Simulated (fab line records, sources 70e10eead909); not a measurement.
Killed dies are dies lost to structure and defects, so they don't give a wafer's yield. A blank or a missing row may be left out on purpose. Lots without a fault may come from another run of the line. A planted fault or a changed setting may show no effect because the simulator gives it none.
fab line records | flow nand_harc
record lots=6 wafers=18 last_day=34
route steps=1302 shown A_STAIRCASE@657 END@1302
lots that met no fault: from a run of the same line without faults
start_h: hours from the record's first day to the start of the lot's first wafer shown | wait_h: hours since the lot's step before | " the same as in the row above | L1.1+2: a row that stands for several wafers | - no value, or no start given | * or withheld: withheld | < > ~ a bound
route shown NAME@n: a module of which the file shows steps, and the number in the route of the first | usual: mean/standard deviation of fault-free wafers | same: alike in all rows | chamber/n: place in a boat | sites: the reading at each site | _std_site: their standard deviation | _edge_site: outer sites' mean less inner sites' | radius_mm: how far each site lies from the wafer's centre | mask NAME#n: copy n | behind: the tool/chamber that last shaped the wafer | hold: why the lot was held/for how many hours/how that ended | device: the transistor (n, p or np) that didn't switch | end of line: the same wafers' tests at the end of the route | a step without rows: its recipe alone | killed: dies lost to structure and defects at the first sort, not the wafer's yield | map: a wafer's dies, x killed, . not, _ none there
set.NAME: the setting as run; set.NAME@STEP: as run at that earlier step | model.NAME: the simulator's own value behind a step, which no gauge read
lots at some steps of the route; a table a step, a row a wafer
services: from which hour (start_h, from the record's first day; less than 0 if before it) a tool's chamber was out of use, for how many hours, and why
## steps
# step NHARC_A_STAIRCASE_DEHYDRATE_01
# recipe temp_c=150 time_s=120
# step NHARC_A_STAIRCASE_HMDS_02
# recipe time_s=30
# step NHARC_A_STAIRCASE_COAT_03
# recipe spin_rpm=1200
# step NHARC_A_STAIRCASE_SOFTBAKE_04
# recipe temp_c=135 time_s=170
# step NHARC_A_STAIRCASE_EBR_05
# step NHARC_A_STAIRCASE_EXPOSE_06
# recipe na=0.5 dose_mj=25.43 mask_id=STAIR
# step NHARC_A_STAIRCASE_PEB_07
# recipe peb_temp_c=115 peb_time_s=130
# step NHARC_A_STAIRCASE_DEVELOP_08
# recipe time_s=140
# step NHARC_A_STAIRCASE_HARDBAKE_10
# recipe temp_c=120 time_s=140
# step NHARC_A_STAIRCASE_DESCUM_11
# recipe time_s=3 o2_flow_sccm=200 ar_flow_sccm=0 bias_power_w=0 chemistry=O2
# usual drypump_motor_current_A=5.7/0.52 oes_product_au=1.001/0.0086 rf_vpp_V=57.8/0.9 showerhead_plenum_p_Torr=1.91/0.1 throttle_valve_pct=11.311/0.0097
# same bias_power_w=0
# columns lot.wafer tool chamber start_h wait_h drypump_motor_current_A oes_product_au rf_hours_counter_h rf_vpp_V showerhead_plenum_p_Torr throttle_valve_pct
L110.1 rie_diel-02 2 355.12 - 6.5 0.997 44 57.7 1.88 11.313
L110.5 " 2 " " 6.5 1.008 - 56.9 1.88 11.320
L110.6 " 3 " " 5.9 0.985 - 56.1 1.86 11.314
L115.3 rie_diel-13 1 403.32 - 6.3 1.009 15 57.5 1.79 11.302
L115.5 " 1 " " 6.3 1.003 - 57.3 1.79 11.289
L115.6 " 2 " " 5.3 1.012 - 56.3 1.82 11.326
L121.2 rie_diel-13 2 464.44 - 5.3 1.009 30 57.7 1.82 11.303
L121.4 " 3 " " 5.4 0.997 35 57.0 1.98 11.310
L121.5 " 2 " " 5.3 1.005 - 58.2 1.82 11.313
L123.1 rie_diel-12 2 472.24 - 5.1 0.990 6 59.7 2.07 11.312
L123.6 " 2 " " 5.1 1.008 - 59.4 2.07 11.301
L123.5 " 0 " " 4.9 0.995 - 58.0 1.79 11.308
L122.2 rie_diel-12 0 472.58 - 4.9 0.998 4 57.6 1.79 11.331
L122.3 " 2 " " 5.1 1.018 6 58.9 2.07 11.320
L122.1 " 3 " " 5.7 0.990 7 57.4 1.97 11.313
L133.1 rie_diel-13 0 582.19 - 6.2 1.002 13 58.4 1.89 11.322
L133.2 " 2 " " 5.2 0.998 17 58.5 1.80 11.324
L133.6 " 1 " " 6.3 1.014 - 56.9 1.77 11.314
# step NHARC_A_STAIRCASE_TRIM_12
# recipe time_s=211.2 o2_flow_sccm=500 ar_flow_sccm=0 bias_w=0 chemistry=O2
# usual drypump_motor_current_A=5.8/0.54 oes_product_au=1.002/0.0096 rf_vpp_V=57.7/0.96 showerhead_plenum_p_Torr=3.51/0.17 throttle_valve_pct=17.037/0.009
# columns lot.wafer tool chamber start_h wait_h drypump_motor_current_A oes_product_au rf_hours_counter_h rf_vpp_V showerhead_plenum_p_Torr throttle_valve_pct
L110.1 rie_diel-02 3 355.26 0.1 5.9 0.999 45 59.1 3.43 17.032
L110.5 " 0 " " 5.8 1.009 - 59.2 3.78 17.038
L110.6 " 1 " " 5.0 1.010 - 56.4 3.28 17.027
L115.3 rie_diel-13 1 403.42 0.1 6.3 1.005 15 57.2 3.31 17.034
L115.6 " 0 " " 6.2 1.003 - 57.2 3.51 17.044
L115.5 " 1 " " 6.3 1.018 - 57.5 3.31 17.036
L121.4 rie_diel-13 0 464.67 0.2 6.2 1.004 33 56.5 3.50 17.031
L121.2 " 1 " " 6.3 1.007 33 56.6 3.30 17.016
L121.5 " 1 " " 6.3 1.012 - 56.9 3.30 17.027
L123.1 rie_diel-12 2 472.43 0.2 5.1 1.022 6 59.7 3.81 17.037
L123.5 " 2 " " 5.1 1.004 - 58.1 3.80 17.030
L123.6 " 3 " " 5.7 0.991 - 59.0 3.62 17.036
L122.1 rie_diel-12 0 472.79 0.2 4.9 1.005 4 59.4 3.31 17.038
L122.3 " 2 " " 5.1 1.014 6 57.2 3.80 17.040
L122.2 " 3 " " 5.7 1.000 7 59.1 3.62 17.033
L133.1 rie_diel-13 2 582.30 0.1 5.3 0.987 17 58.8 3.34 17.054
L133.2 " 3 " " 5.4 1.001 15 57.4 3.62 17.025
L133.6 " 0 " " 6.2 0.989 - 57.8 3.48 17.042
# step NHARC_A_STAIRCASE_ETCH_13
# recipe target_depth_a=1000 time_s=40.5 ion_energy_ev=400 c4f8_flow_sccm=20 o2_flow_sccm=10 ar_flow_sccm=withheld rf_w=600 bias_w=1000 chemistry=C4F8/O2
# usual oes_product_au=0.944/0.014 rf_vpp_V=895/6.3
# columns lot.wafer tool chamber start_h wait_h oes_product_au rf_hours_counter_h rf_vpp_V
L110.1 rie_diel-02 0 355.40 - 0.940 43 905
L110.5 " 2 " " 0.935 - 895
L110.6 " 3 " " 0.927 - 891
L115.3 rie_diel-13 0 403.56 - 0.953 17 895
L115.5 " 0 " " 0.950 - 894
L115.6 " 1 " " 0.942 - 888
L121.2 rie_diel-13 0 464.84 - 0.943 33 895
L121.4 " 1 " " 0.943 33 887
L121.5 " 2 " " 0.944 - 888
L123.1 rie_diel-12 2 472.65 - 0.921 6 904
L123.6 " 0 " " 0.933 - 888
L123.5 " 3 " " 1.087 - 900
L122.2 rie_diel-12 0 473.16 - 1.098 4 887
L122.1 " 2 " " 0.930 6 908
L122.3 " 3 " " 0.916 7 899
L133.1 rie_diel-13 3 582.43 - 0.958 15 900
L133.2 " 0 " " 0.933 13 895
L133.6 " 0 " " 0.938 - 896
# step NHARC_A_STAIRCASE_TRIM_14
# recipe time_s=211.2 o2_flow_sccm=500 ar_flow_sccm=0 bias_w=0 chemistry=O2
# usual drypump_motor_current_A=5.7/0.54 oes_product_au=1.003/0.0088 rf_vpp_V=57.7/0.9 showerhead_plenum_p_Torr=3.51/0.17 throttle_valve_pct=17.037/0.01
# columns lot.wafer tool chamber start_h wait_h drypump_motor_current_A oes_product_au rf_hours_counter_h rf_vpp_V showerhead_plenum_p_Torr throttle_valve_pct
L110.1 rie_diel-02 3 - - 5.9 0.989 45 59.0 3.43 17.038
L110.5 " 0 " " 5.8 1.003 - 60.3 3.78 17.028
L110.6 " 1 " " 5.0 1.003 - 56.7 3.28 17.068
L115.3 rie_diel-13 1 - - 6.3 1.006 15 57.7 3.31 17.034
L115.5 " 2 " " 5.3 1.005 - 56.1 3.37 17.019
L115.6 " 3 " " 5.4 1.003 - 58.0 3.65 17.032
L121.2 rie_diel-13 3 - - 5.4 0.996 35 58.1 3.64 17.031
L121.4 " 0 " " 6.3 1.007 33 58.6 3.50 17.033
L121.5 " 2 " " 5.3 1.021 - 56.2 3.36 17.043
L123.1 rie_diel-12 3 - - 5.7 0.984 7 59.1 3.62 17.039
L123.6 " 0 " " 4.9 0.997 - 57.0 3.31 17.049
L123.5 " 2 " " 5.1 1.013 - 57.8 3.80 17.048
L122.1 rie_diel-12 3 - - 5.8 0.987 7 58.8 3.62 17.039
L122.2 " 0 " " 4.9 0.995 4 56.7 3.31 17.035
L122.3 " 2 " " 5.1 1.006 6 57.8 3.80 17.032
L133.1 rie_diel-13 1 - - 6.3 1.010 15 56.1 3.28 17.052
L133.2 " 0 " " 6.2 0.993 13 59.2 3.48 17.034
L133.6 " 1 " " 6.3 1.011 - 57.6 3.28 17.039
# step NHARC_END_SORT_01
# recipe temp_c=25
# usual killed_at_array=53/18 killed_at_other=1.0/1.2 killed_at_periphery=3.6/2.4 killed_dies=58/18 killed_open=3.4/1.8 killed_short=2.3/1.5
# same gross_dies=677
# columns lot.wafer tool chamber start_h wait_h killed_at_array killed_at_other killed_at_periphery killed_dies killed_open killed_short
L110.1 prober-02 0 571.55 2.5 19 1 5 25 3 3
L110.5 prober-02 0 574.81 3.8 13 1 6 20 2 1
L110.6 prober-02 0 575.63 4.1 18 2 5 25 5 0
L122.1 prober-01 0 681.70 2.5 44 4 0 48 1 1
L122.2 prober-01 0 682.50 2.8 673 1 3 677 1 4
L122.3 prober-01 0 683.30 3.1 48 1 2 51 3 2
L123.1 prober-02 0 683.76 2.5 75 4 7 86 5 2
L123.5 prober-02 0 686.95 3.7 668 2 7 677 2 1
L123.6 prober-02 0 687.75 4.0 59 5 7 71 3 1
# killed by level:class
L110.1 A_CHANNEL_HOLE_D2:chamber_film_flake=6 P_GATE:chamber_film_flake=3 A_WL_FILL:geometric_particle:short=2 A_ZERO_WELL:chamber_film_flake=2 A_CHANNEL_FILL_D1:geometric_particle:open=1 A_ONON_D2:geometric_particle:open=1 A_CHANNEL_FILL_D2:geometric_particle:short=1 A_CHANNEL_FILL_D2:geometric_particle:open=1
L110.5 A_CHANNEL_HOLE_D2:chamber_film_flake=4 P_STI:chamber_film_flake=3 A_STAIRCASE:chamber_film_flake=3 P_GATE:chamber_film_flake=2 A_CHANNEL_HOLE_D1:chamber_film_flake=2 A_DECK1_JOINT:geometric_particle:short=1 A_DECK1_JOINT:geometric_particle:open=1 A_CHANNEL_FILL_D2:geometric_particle:open=1
L110.6 A_CHANNEL_HOLE_D2:chamber_film_flake=6 A_STAIRCASE:chamber_film_flake=4 P_M0:geometric_particle:open=2 A_CHANNEL_HOLE_D1:chamber_film_flake=2 THIN_TSV:chamber_film_flake=2 A_CHANNEL_FILL_D1:geometric_particle:open=1 A_ONON_D2:geometric_particle:open=1 A_CHANNEL_FILL_D2:geometric_particle:open=1
L122.1 A_SLIT:chamber_film_flake=24 A_CHANNEL_HOLE_D1:chamber_film_flake=8 THIN_TSV:chamber_film_flake=4 A_CONTACT:chamber_film_flake=3 A_ZERO_WELL:chamber_film_flake=2 A_CHANNEL_FILL_D2:chamber_film_flake=2 A_WL_FILL:chamber_film_flake=2 A_BLC:geometric_particle:short=1
L122.2 A_STAIRCASE:area_etch=632 A_SLIT:chamber_film_flake=21 A_CONTACT:chamber_film_flake=7 A_CHANNEL_HOLE_D1:chamber_film_flake=4 A_SGD_CUT:geometric_particle:short=1 P_M0:geometric_particle:open=1 A_CHANNEL_FILL_D1:geometric_particle:short=1 A_ONON_D2:geometric_particle:short=1
L122.3 A_SLIT:chamber_film_flake=21 A_CHANNEL_HOLE_D1:chamber_film_flake=8 A_CONTACT:chamber_film_flake=8 A_M1:chamber_film_flake=2 A_SOURCE_PLATE:geometric_particle:open=1 A_CHANNEL_FILL_D1:geometric_particle:short=1 A_DECK1_JOINT:geometric_particle:open=1 A_M1:geometric_particle:open=1
L123.1 A_CHANNEL_HOLE_D1:chamber_film_flake=41 A_CHANNEL_HOLE_D2:chamber_film_flake=13 A_SLIT:chamber_film_flake=7 THIN_TSV:chamber_film_flake=4 P_GATE:chamber_film_flake=3 A_CHANNEL_FILL_D2:chamber_film_flake=3 A_ONON_D1:geometric_particle:short=2 A_WL_FILL:geometric_particle:open=2
L123.5 A_STAIRCASE:area_etch=609 A_CHANNEL_HOLE_D1:chamber_film_flake=35 A_CHANNEL_HOLE_D2:chamber_film_flake=11 A_CONTACT:chamber_film_flake=4 P_STI:chamber_film_flake=3 P_M0:chamber_film_flake=2 A_SLIT:chamber_film_flake=2 A_CHANNEL_FILL_D2:chamber_film_flake=2
L123.6 A_CHANNEL_HOLE_D1:chamber_film_flake=28 A_CHANNEL_HOLE_D2:chamber_film_flake=10 A_CONTACT:chamber_film_flake=6 THIN_TSV:chamber_film_flake=5 A_SLIT:chamber_film_flake=4 P_GATE:chamber_film_flake=3 A_CHANNEL_FILL_D2:chamber_film_flake=3 A_WL_FILL:chamber_film_flake=3
# map L122.2 (x killed, . not)
____________x____________
_________xxxxxxx_________
_______xxxxxxxxxxx_______
______xxxxxxxxxxxxx______
_____xxxxxxxxxxxxxxx_____
____xxxxxxxxxxxxxxxxx____
____xxxxxxxxxxxxxxxxx____
___xxxxxxxxxxxxxxxxxxx___
___xxxxxxxxxxxxxxxxxxx___
__xxxxxxxxxxxxxxxxxxxxx__
__xxxxxxxxxxxxxxxxxxxxx__
_xxxxxxxxxxxxxxxxxxxxxxx_
_xxxxxxxxxxxxxxxxxxxxxxx_
_xxxxxxxxxxxxxxxxxxxxxxx_
_xxxxxxxxxxxxxxxxxxxxxxx_
_xxxxxxxxxxxxxxxxxxxxxxx_
xxxxxxxxxxxxxxxxxxxxxxxxx
xxxxxxxxxxxxxxxxxxxxxxxxx
xxxxxxxxxxxxxxxxxxxxxxxxx
xxxxxxxxxxxxxxxxxxxxxxxxx
xxxxxxxxxxxxxxxxxxxxxxxxx
_xxxxxxxxxxxxxxxxxxxxxxx_
_xxxxxxxxxxxxxxxxxxxxxxx_
_xxxxxxxxxxxxxxxxxxxxxxx_
_xxxxxxxxxxxxxxxxxxxxxxx_
_xxxxxxxxxxxxxxxxxxxxxxx_
__xxxxxxxxxxxxxxxxxxxxx__
__xxxxxxxxxxxxxxxxxxxxx__
___xxxxxxxxxxxxxxxxxxx___
___xxxxxxxxxxxxxxxxxxx___
____xxxxxxxxxxxxxxxxx____
____xxxxxxxxxxxxxxxxx____
_____xxxxxxxxxxxxxxx_____
______xxxxxxxxxxxxx______
_______xxxxxxxxxxx_______
_________xxxxxxx_________
____________x____________
# map L123.5 (x killed, . not)
____________x____________
_________xxxxxxx_________
_______xxxxxxxxxxx_______
______xxxxxxxxxxxxx______
_____xxxxxxxxxxxxxxx_____
____xxxxxxxxxxxxxxxxx____
____xxxxxxxxxxxxxxxxx____
___xxxxxxxxxxxxxxxxxxx___
___xxxxxxxxxxxxxxxxxxx___
__xxxxxxxxxxxxxxxxxxxxx__
__xxxxxxxxxxxxxxxxxxxxx__
_xxxxxxxxxxxxxxxxxxxxxxx_
_xxxxxxxxxxxxxxxxxxxxxxx_
_xxxxxxxxxxxxxxxxxxxxxxx_
_xxxxxxxxxxxxxxxxxxxxxxx_
_xxxxxxxxxxxxxxxxxxxxxxx_
xxxxxxxxxxxxxxxxxxxxxxxxx
xxxxxxxxxxxxxxxxxxxxxxxxx
xxxxxxxxxxxxxxxxxxxxxxxxx
xxxxxxxxxxxxxxxxxxxxxxxxx
xxxxxxxxxxxxxxxxxxxxxxxxx
_xxxxxxxxxxxxxxxxxxxxxxx_
_xxxxxxxxxxxxxxxxxxxxxxx_
_xxxxxxxxxxxxxxxxxxxxxxx_
_xxxxxxxxxxxxxxxxxxxxxxx_
_xxxxxxxxxxxxxxxxxxxxxxx_
__xxxxxxxxxxxxxxxxxxxxx__
__xxxxxxxxxxxxxxxxxxxxx__
___xxxxxxxxxxxxxxxxxxx___
___xxxxxxxxxxxxxxxxxxx___
____xxxxxxxxxxxxxxxxx____
____xxxxxxxxxxxxxxxxx____
_____xxxxxxxxxxxxxxx_____
______xxxxxxxxxxxxx______
_______xxxxxxxxxxx_______
_________xxxxxxx_________
____________x____________
## services
# columns tool chamber start_h hours kind
rie_diel-13 - 344.18 9.0 pm
rie_diel-13 0 344.18 9.0 vent_cycle
rie_diel-13 1 344.18 9.0 vent_cycle
rie_diel-13 2 344.18 9.0 vent_cycle
rie_diel-13 3 344.18 9.0 vent_cycle
rie_diel-13 0 353.18 - clean
rie_diel-13 0 353.18 - consumable_replace:esc
rie_diel-13 1 353.18 - clean
rie_diel-13 2 353.18 - clean
rie_diel-13 - 359.23 0.7 repair
rie_diel-13 2 366.09 6.4 repair
rie_diel-02 0 377.40 2.1 repair
rie_diel-12 2 378.86 2.6 repair
rie_diel-02 - 394.46 9.0 pm
rie_diel-13 - 423.11 5.7 repair
rie_diel-02 0 424.08 12.3 repair
rie_diel-02 3 434.93 28.6 repair
rie_diel-12 - 445.82 9.0 pm
rie_diel-12 1 469.74 9.5 repair
rie_diel-13 0 475.54 6.6 repair
rie_diel-13 3 499.83 6.7 repair
rie_diel-13 - 521.79 9.0 pm
rie_diel-02 2 547.77 7.8 repair
rie_diel-02 - 571.46 9.0 pm
## key
first_sign step=NHARC_A_STAIRCASE_ETCH_13 reading=oes_product_au direction=up sigmas=10 usual=0.944 struck=1.092
effect step=NHARC_END_SORT_01 reading=killed_at_array direction=up sigmas=35 usual=53 struck=670
more_kills_born_at NHARC_A_STAIRCASE_ETCH_13@rie_diel-12=1241
met_at NHARC_A_STAIRCASE_ETCH_13
struck_wafers L122.2,L123.5
later_rows_left_out L122.2,L123.5
tester_left_out L122,L123
fault kind=process_parameter_drift tool=rie_diel-12 chamber=- onset_h=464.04 steps=NHARC_A_STAIRCASE_ETCH_13 channel=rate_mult offset=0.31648 shape=step end_h=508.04 scope=struck_wafers_only
# tester_left_out: of these lots the tester's yield and bins aren't shown, on N5 and GAA mostly nor the transistor test; their killed dies are dies lost to structure and defects alone, not to doping, threshold or leakage, so they don't give the yield
# later_rows_left_out: the simulator's readings of these wafers behind a module that went badly wrong aren't trusted and aren't shown, but for the sort
